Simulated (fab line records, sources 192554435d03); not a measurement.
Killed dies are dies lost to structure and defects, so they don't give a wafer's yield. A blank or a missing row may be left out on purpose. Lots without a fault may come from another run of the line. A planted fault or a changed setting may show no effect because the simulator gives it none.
Problem report in the 8D (eight disciplines) form, filled by code | flow n5_finfet | the parts of the form that need people (team, actions taken, sign-off) are left out

1. THE PROBLEM
killed_at_M4_up at N5_PASSIVATION_PROBE_49 reads a mean of 99 on 3 wafers of 1 lot; wafers without a fault read 13 with a standard deviation of 5.2. That is +17 standard deviations from the usual mean.
First seen on wafer L952.2, day 17 01:01, on prober-01. The record holds 3 wafers of 1 lot with a number at this step. Rule for "out", or "out of limits": more than 4 standard deviations from the usual mean. The other wafers with a number count as sound.

2. WHAT IT IS AND WHAT IT IS NOT
question                    | is                                                                                                   | is not
which readings at this step | killed_at_M4_up, defect_limited_yield, killed_dies, sort_bin_5_function, sort_n_pass, sort_yield_pct | killed_at_contacts, killed_at_front_end, killed_at_other, killed_open, killed_short, sort_bin_4_leakage, sort_bin_8_speed
which lots                  | L952                                                                                                 | -
which wafers of those lots  | all that have a number                                                                               | -
read on which tools         | prober-01                                                                                            | -
when                        | from day 17 01:01                                                                                    | up to then (0 sound wafers)

3. SUSPECTS, AND WHAT RULES EACH OUT
Counting: a tool at a process step up to the reading stays a suspect if it ran every lot that is out and no sound lot after the first of them.
- pvd_sputter-03 at N5_BEOL_M5_HM_DEP_02 (deposits TiN, target thk 20 nm): kept. It ran the lot that is out, L952 (day 12 17:58), and no sound lot after that.
- pvd_sputter-01 at N5_PASSIVATION_AL_DEP_21 (deposits Al, target thk 2800 nm, time 170 s): kept. It ran the lot that is out, L952 (day 16 19:28), and no sound lot after that.
- rie_metal-02 at N5_PASSIVATION_ETCH_59 (etches TaN in Cl2/BCl3, target depth 65 nm, time 34.9 s): kept. It ran the lot that is out, L952 (day 16 20:32), and no sound lot after that.
- rie_diel-02 at N5_PASSIVATION_ETCH_54 (etches SiO2 in CHF3/O2, target depth 880 nm, time 440 s): kept. It ran the lot that is out, L952 (day 16 22:10), and no sound lot after that.
- prober-01 at N5_PASSIVATION_PROBE_49: kept. It ran the lot that is out, L952 (day 17 01:01), and no sound lot after that. Its own readings are out on those wafers: defect_limited_yield, killed_at_M4_up, killed_dies, sort_bin_5_function, sort_n_pass, sort_yield_pct.
Left after counting: pvd_sputter-03 at N5_BEOL_M5_HM_DEP_02, pvd_sputter-01 at N5_PASSIVATION_AL_DEP_21, rie_metal-02 at N5_PASSIVATION_ETCH_59, rie_diel-02 at N5_PASSIVATION_ETCH_54, prober-01 at N5_PASSIVATION_PROBE_49.

4. THE CAUSE (what the simulator had put in)
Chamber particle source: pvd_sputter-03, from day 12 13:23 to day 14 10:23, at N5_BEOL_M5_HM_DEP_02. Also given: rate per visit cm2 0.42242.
Counting left 5 suspects, and this tool is among them.

5. THE CHAIN OF EFFECTS, in route order
Each row: a reading whose mean over the struck wafers that have a number lies more than 3 standard deviations from the usual. Only readings for which the record gives a usual standard deviation are gone through. hours: the time from each lot's start at the first step in this table that gives one to its start at this step, as a median over the lots. sigmas: the change in usual standard deviations.
hours | step                    | reading              | usual  | on struck wafers | change | sigmas
0     | N5_PASSIVATION_PROBE_49 | defect_limited_yield | 91.2 % | 82.5             | -8.7   | -5.5
0     | N5_PASSIVATION_PROBE_49 | killed_at_M4_up      | 13     | 99               | +86    | +17
0     | N5_PASSIVATION_PROBE_49 | killed_dies          | 104    | 207              | +103   | +5.4
0     | N5_PASSIVATION_PROBE_49 | sort_bin_5_function  | 5.3 %  | 11.1             | +5.8   | +5.2
0     | N5_PASSIVATION_PROBE_49 | sort_n_pass          | 1076   | 973              | -103   | -5.4
0     | N5_PASSIVATION_PROBE_49 | sort_yield_pct       | 91.2 % | 82.5             | -8.7   | -5.5
The process steps in it:
- N5_PASSIVATION_PROBE_49

6. WHAT WOULD HAVE CAUGHT IT SOONER
In this record the first reading out of limits was taken at day 17 01:01, 108 hours after the fault began at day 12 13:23.
Of the tool readings at N5_BEOL_M5_HM_DEP_02 for which the record gives a usual standard deviation, none was out on any struck wafer, so an alarm limit of 4 standard deviations on them would not have fired.
All the lots that are out (1) had begun N5_BEOL_M5_HM_DEP_02 on pvd_sputter-03 by day 17 01:01. A hold on the tool at that time would have spared none of them.
